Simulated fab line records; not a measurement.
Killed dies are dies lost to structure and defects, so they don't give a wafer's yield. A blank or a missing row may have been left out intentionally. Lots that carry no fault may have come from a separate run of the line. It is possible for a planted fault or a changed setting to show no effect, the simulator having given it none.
fab line records    flow n5_finfet
[record] lots = 6  wafers = 16  last_day = 17
route steps=1938 shown BEOL_M11@1563
lots that met no fault: from a run of the same line without faults
start_h: hours from the record's first day to the start of the lot's first wafer shown    wait_h: hours from the lot's prior step to this one    " identical to the entry in the row above    L1.1+2: a single row standing in for several wafers    - no value, or no start given    * or withheld: withheld    < > ~ a bound
route shown NAME@n: NAME is a module with steps in the file, n the number in the route of the first one    usual: mean and standard deviation over wafers with no fault    same: alike in all rows    chamber/n: place in a boat    sites: per-site readings    _std_site: standard deviation across them    _edge_site: outer sites' mean less inner sites'    radius_mm: how far each site lies from the wafer's centre    mask NAME#n: copy n    behind: the last tool/chamber to shape the wafer    hold: why the lot was held/for how many hours/how that ended    device: the transistor (n, p or np) that didn't switch    end of line: at the end of the route, the tests of the same wafers    step lacking rows: just its recipe    killed: not the wafer's yield, but the dies lost to structure and defects at the first sort    map: a wafer's dies, x killed, . not, _ none there
set.NAME: the setting the step ran with; set.NAME@STEP: the setting that earlier step ran with    model.NAME: the simulator's own value behind a step, which no gauge read
a table for each step, a row for each wafer; lots at some steps of the route
services: from which hour (start_h, from the record's first day; less than 0 if before it) a tool's chamber was out of use, for how many hours, and why
[[steps]]
[step N5_BEOL_M11_EBR_24]
[recipe] solvent = PGMEA  ebr_width_mm = 1.5
[step N5_BEOL_M11_SOFTBAKE_23]
[recipe] temp_c = 110  time_s = 60  resist = CAR-ArF
[step N5_BEOL_M11_EXPOSE_25]
[recipe] mask_id = V10  na = 1.35  source_shape = annular  sigma_inner = 0.5  sigma_outer = 0.8  polarization = unpolarized  dose_mj = 85.5
[step N5_BEOL_M11_PEB_26]
[recipe] peb_temp_c = withheld  peb_time_s = 60  resist = CAR-ArF
[step N5_BEOL_M11_DEVELOP_27]
[recipe] develop_time_s = 30  developer = TMAH  resist = CAR-ArF  rinse_liquid = diw  dry = air_spin  dev_temp_c = 23
[step N5_BEOL_M11_CD_MEAS_28]
[recipe] target_cd_nm = 70  landing_energy_ev = 500  detector = se_inlens  polarity = opening
[usual] cd_nm = 69.8/1
lot.wafer  tool       chamber  start_h  wait_h  cd_nm
L789.2     cd_sem-02  0        254.87   -       70.8
L789.5     "          0        "        "       71.6
L789.6     "          0        "        "       69.7
L788.1     cd_sem-02  0        257.25   -       70.4
L788.2     "          0        "        "       72.2
L788.6     "          0        "        "       72.0
L799.2     cd_sem-01  0        316.93   -       69.7
L799.6     "          0        "        "       69.5
L797.2     cd_sem-02  0        321.81   -       69.5
L797.4     "          0        "        "       68.5
L805.2     cd_sem-03  0        361.21   -       69.4
L805.3     "          0        "        "       71.3
L805.5     "          0        "        "       69.6
L806.1     cd_sem-01  0        366.44   -       69.7
L806.3     "          0        "        "       69.4
L806.6     "          0        "        "       69.1
[step N5_BEOL_M11_OVL_MEAS_29]
[recipe] points_per_wafer = 44
[usual] V10_OVL = 0.4/0.81
lot.wafer  tool        chamber  start_h  wait_h  V10_OVL[nm]
L789.2     overlay-01  0        254.90   0.0     0.2
L789.5     "           0        "        "       1.4
L789.6     "           0        "        "       0.2
L788.1     overlay-01  0        257.28   0.0     1.8
L788.2     "           0        "        "       0.5
L788.6     "           0        "        "       -0.3
L799.2     overlay-01  0        316.96   0.0     2.2
L799.6     "           0        "        "       1.9
L797.2     overlay-01  0        321.84   0.0     0.6
L797.4     "           0        "        "       0.8
L805.2     overlay-01  0        361.24   0.0     0.3
L805.3     "           0        "        "       0.2
L805.5     "           0        "        "       0.0
L806.1     overlay-01  0        366.47   0.0     -0.4
L806.3     "           0        "        "       0.4
L806.6     "           0        "        "       -0.6
[step N5_BEOL_M11_INSPECT_30]
[recipe] mode = adi  inspect_instrument = brightfield
[usual] raw_defect_count = 444/93
lot.wafer  tool               chamber  start_h  wait_h  raw_defect_count
L789.2     defect_inspect-01  -        254.92   0.0     419
L789.5     "                  -        "        "       463
L789.6     "                  -        "        "       441
L788.1     defect_inspect-01  -        257.30   0.0     506
L788.2     "                  -        "        "       209
L788.6     "                  -        "        "       390
L799.2     defect_inspect-02  -        316.99   0.0     621
L799.6     "                  -        "        "       456
L797.2     defect_inspect-01  -        321.86   0.0     301
L797.4     "                  -        "        "       472
L805.2     defect_inspect-02  -        361.26   0.0     446
L805.3     "                  -        "        "       568
L805.5     "                  -        "        "       476
L806.1     defect_inspect-01  -        366.49   0.0     596
L806.3     "                  -        "        "       422
L806.6     "                  -        "        "       386
[step N5_BEOL_M11_DESCUM_33]
[recipe] chemistry = O2  time_s = 7.9  source_power_w = 50  bias_power_w = 20  pressure_mtorr = 20  rf_frequency_hz = 2.712e+07  temp_c = 40  resist = CAR-ArF  o2_flow_sccm = 225
[usual] drypump_motor_current_A = 5.8/0.49  oes_product_au = 0.80/0.08  rf_vpp_V = 243.5/1.4  showerhead_plenum_p_Torr = 2.11/0.08  throttle_valve_pct = 20.51/0.21
lot.wafer  tool         chamber  start_h  wait_h  drypump_motor_current_A  oes_product_au  rf_hours_counter_h  rf_vpp_V  showerhead_plenum_p_Torr  throttle_valve_pct
L789.2     rie_diel-03  2        254.95   0.0     6.1                      0.70            238                 243.2     2.16                      20.76
L789.5     "            3        "        "       5.7                      0.70            -                   243.6     2.06                      20.47
L789.6     "            2        "        "       6.1                      0.70            -                   244.3     2.16                      20.77
L788.1     rie_diel-05  0        257.34   0.0     6.8                      0.81            123                 245.9     2.19                      20.29
L788.2     "            3        "        "       5.1                      0.94            20                  244.9     2.23                      20.30
L788.6     "            3        "        "       5.1                      0.93            -                   244.5     2.23                      20.32
L799.2     rie_diel-03  3        317.33   0.3     5.7                      0.70            219                 243.7     2.06                      20.51
L799.6     "            0        "        "       5.9                      0.77            -                   242.4     2.13                      20.76
L797.2     rie_diel-03  2        322.36   0.5     6.1                      1.01            1                   244.2     2.15                      20.46
L797.4     "            0        "        "       5.9                      0.77            136                 243.5     2.12                      20.76
L805.2     rie_diel-06  2        361.30   0.0     5.5                      0.86            42                  244.8     2.21                      20.24
L805.3     "            3        "        "       5.9                      0.77            145                 242.1     2.00                      20.47
L805.5     "            0        "        "       5.8                      0.86            -                   243.8     2.11                      20.60
L806.1     rie_diel-06  1        366.58   0.1     6.4                      0.71            221                 243.9     2.16                      20.97
L806.3     "            2        "        "       5.4                      0.85            43                  244.9     2.21                      20.24
L806.6     "            0        "        "       5.8                      0.86            -                   243.5     2.11                      20.60
[step N5_BEOL_M11_ETCH_65]
[recipe] chemistry = CF4  target = SiARC  target_depth_a = 390  mask_material = CAR-ArF  time_s = 65  ion_energy_ev = 80  pressure_mtorr = 40  source_w = 545  bias_w = 36  Ar_flow_sccm = 100  cf4_flow_sccm = 100  ends = cleared
[usual] drypump_motor_current_A = 5.8/0.48  etch_rf_on_time_s = 65.3/1.7  oes_product_au = 0.68/0.069  rf_vpp_V = 184.3/1.2  showerhead_plenum_p_Torr = 2.16/0.076  throttle_valve_pct = 15.70/0.18
lot.wafer  tool         chamber  start_h  wait_h  drypump_motor_current_A  etch_rf_on_time_s  oes_product_au  rf_hours_counter_h  rf_vpp_V  showerhead_plenum_p_Torr  throttle_valve_pct
L789.2     rie_diel-03  2        254.99   0.0     6.1                      66.8               0.59            238                 184.2     2.20                      15.98
L789.5     "            3        "        "       5.6                      65.4               0.61            -                   184.5     2.14                      15.83
L789.6     "            2        "        "       6.1                      67.0               0.59            -                   184.3     2.20                      15.97
L788.1     rie_diel-05  0        257.37   0.0     6.8                      65.8               0.68            123                 186.3     2.24                      15.50
L788.2     "            3        "        "       5.1                      64.0               0.79            20                  188.3     2.27                      15.46
L788.6     "            3        "        "       5.1                      63.9               0.79            -                   187.0     2.27                      15.46
L799.2     rie_diel-03  3        317.36   0.0     5.7                      66.1               0.59            220                 184.0     2.13                      15.88
L799.6     "            0        "        "       5.9                      65.0               0.66            -                   184.7     2.15                      15.72
L797.2     rie_diel-03  2        322.40   0.0     6.1                      65.1               0.84            1                   185.8     2.20                      15.53
L797.4     "            0        "        "       5.9                      66.0               0.65            136                 184.1     2.15                      15.72
L805.2     rie_diel-06  2        361.33   0.0     5.5                      62.8               0.75            42                  184.8     2.27                      15.46
L805.3     "            3        "        "       5.9                      68.2               0.65            145                 183.7     2.07                      15.78
L805.5     "            0        "        "       5.8                      65.8               0.73            -                   184.9     2.18                      15.81
L806.1     rie_diel-06  1        366.61   0.0     6.3                      66.1               0.60            221                 185.6     2.19                      16.05
L806.3     "            2        "        "       5.4                      61.9               0.75            43                  186.9     2.27                      15.49
L806.6     "            0        "        "       5.8                      65.8               0.72            -                   184.2     2.18                      15.82
[step N5_BEOL_M11_ETCH_66]
[recipe] chemistry = N2/H2  target = SOC  target_depth_a = 1200  overetch_a = 240  mask_material = SiARC  temp_c = 40  time_s = 180  ion_energy_ev = 200  pressure_mtorr = 30  source_w = 840  bias_w = 150  n2_flow_sccm = 200  h2_flow_sccm = 200
[usual] drypump_motor_current_A = 5.8/0.48  oes_product_au = 0.65/0.058  rf_vpp_V = 524.7/2.6  showerhead_plenum_p_Torr = 2.57/0.094  throttle_valve_pct = 17.93/0.24
lot.wafer  tool         chamber  start_h  wait_h  drypump_motor_current_A  oes_product_au  rf_hours_counter_h  rf_vpp_V  showerhead_plenum_p_Torr  throttle_valve_pct
L789.2     rie_diel-03  2        255.04   0.0     6.1                      0.57            238                 526.5     2.61                      18.11
L789.5     "            3        "        "       5.7                      0.58            -                   524.6     2.52                      17.88
L789.6     "            2        "        "       6.1                      0.57            -                   525.4     2.61                      18.10
L788.1     rie_diel-05  0        257.42   0.0     6.8                      0.65            123                 525.8     2.66                      17.66
L788.2     "            3        "        "       5.1                      0.74            20                  528.5     2.72                      17.75
L788.6     "            3        "        "       5.1                      0.73            -                   527.4     2.72                      17.76
L799.2     rie_diel-03  3        317.41   0.0     5.7                      0.57            220                 522.3     2.51                      17.91
L799.6     "            0        "        "       5.9                      0.62            -                   522.6     2.56                      17.98
L797.2     rie_diel-03  2        322.45   0.0     6.1                      0.79            1                   524.8     2.61                      17.70
L797.4     "            0        "        "       5.9                      0.62            136                 524.6     2.56                      17.99
L805.2     rie_diel-06  2        361.38   0.0     5.4                      0.70            42                  528.9     2.69                      17.65
L805.3     "            3        "        "       5.9                      0.63            145                 520.8     2.45                      17.99
L805.5     "            0        "        "       5.8                      0.68            -                   524.0     2.58                      17.99
L806.1     rie_diel-06  1        366.66   0.0     6.3                      0.58            222                 525.4     2.64                      18.54
L806.3     "            2        "        "       5.5                      0.69            43                  528.8     2.68                      17.64
L806.6     "            0        "        "       5.8                      0.69            -                   524.8     2.58                      17.98
[step N5_BEOL_M11_STRIP_69]
[recipe] chemistry = N2/H2  temp_c = 40  n2_flow_sccm = 200  h2_flow_sccm = 200  rf_frequency_hz = 6e+07
[step N5_BEOL_M11_VIA_ETCH_34]
[recipe] chemistry = C4F6/O2  target = SiCOH_lowk  target_depth_a = 1845  mask_material = SOC  taper_deg = 4  time_s = 69.2  ion_energy_ev = 250  pressure_mtorr = 30  source_w = 345  bias_w = 185  Ar_flow_sccm = 300  C4F6_flow_sccm = 10  O2_flow_sccm = 10
[usual] drypump_motor_current_A = 5.8/0.48  oes_product_au = 0.80/0.081  rf_vpp_V = 672/9.9  showerhead_plenum_p_Torr = 2.88/0.1  throttle_valve_pct = 21.03/0.17
lot.wafer  tool         chamber  start_h  wait_h  drypump_motor_current_A  oes_product_au  rf_hours_counter_h  rf_vpp_V  showerhead_plenum_p_Torr  throttle_valve_pct  model.etch.depth_nm  model.SOC_of_BEOL_M11_COAT_63.thk_nm
L789.2     rie_diel-03  2        255.16   0.0     6.1                      0.69            238                 668       2.92                      21.17               176.9                92.4
L789.5     "            3        "        "       5.6                      0.71            -                   654       2.83                      21.06               179.6                92.4
L789.6     "            2        "        "       6.1                      0.69            -                   667       2.92                      21.16               176.2                92.6
L788.1     rie_diel-05  0        257.55   0.0     6.8                      0.80            123                 686       2.99                      20.86               184.9                92.2
L788.2     "            3        "        "       5.1                      0.93            20                  689       3.01                      20.78               191.8                91.8
L788.6     "            3        "        "       5.1                      0.92            -                   687       3.01                      20.78               189.1                92
L799.2     rie_diel-03  3        317.54   0.0     5.6                      0.87            220                 653       2.82                      21.15               257.4                89.2
L799.6     "            0        "        "       5.9                      0.77            -                   674       2.87                      21.12               182                  92.2
L797.2     rie_diel-03  2        322.57   0.0     6.1                      1.26            1                   667       2.91                      20.92               266.5                88.6
L797.4     "            0        "        "       5.9                      0.98            136                 673       2.87                      21.18               265.6                88.4
L805.2     rie_diel-06  2        361.51   0.0     5.4                      0.86            42                  669       3.03                      20.89               187.4                92.2
L805.3     "            3        "        "       5.9                      0.76            145                 668       2.75                      21.12               177.2                92.6
L805.5     "            0        "        "       5.8                      0.84            -                   678       2.89                      21.13               183.6                93
L806.1     rie_diel-06  1        366.79   0.0     6.4                      0.71            222                 680       2.92                      21.39               180.1                91.8
L806.3     "            2        "        "       5.5                      0.87            44                  669       3.03                      20.89               188.5                91.6
L806.6     "            0        "        "       5.8                      0.85            -                   679       2.89                      21.14               184.4                91.8
[step N5_BEOL_M11_STRIP_73]
[recipe] chemistry = C4F6/O2  resist = SiARC  rf_frequency_hz = 6e+07
[[services]]
tool         chamber  start_h  hours  kind
rie_diel-06  2        237.70   13.5   repair
rie_diel-03  2        302.30   -      clean
rie_diel-03  2        302.30   -      consumable_replace:focus_ring
rie_diel-03  2        302.30   18.9   scheduled_down
rie_diel-03  2        302.30   18.9   vent_cycle
rie_diel-05  3        311.98   18.2   repair
rie_diel-05  2        324.13   30.9   repair
[[key]]
[first_sign] step = N5_BEOL_M11_VIA_ETCH_34  reading = oes_product_au  direction = up  sigmas = 2.9  usual = 0.80  struck = 1.04
effect none on later readings
[model_effect] step = N5_BEOL_M11_VIA_ETCH_34  value = etch.depth_nm  without = 182.8  struck = 263.2
met_at N5_BEOL_M11_VIA_ETCH_34
struck_wafers L797.2,L797.4,L799.2
onset_between 255.16 317.54
[fault] kind = process_parameter_drift  tool = rie_diel-03  chamber = -  onset_h = 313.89  steps = N5_BEOL_M11_VIA_ETCH_34  channel = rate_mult  offset = 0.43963  shape = step  end_h = 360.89  scope = struck_wafers_only
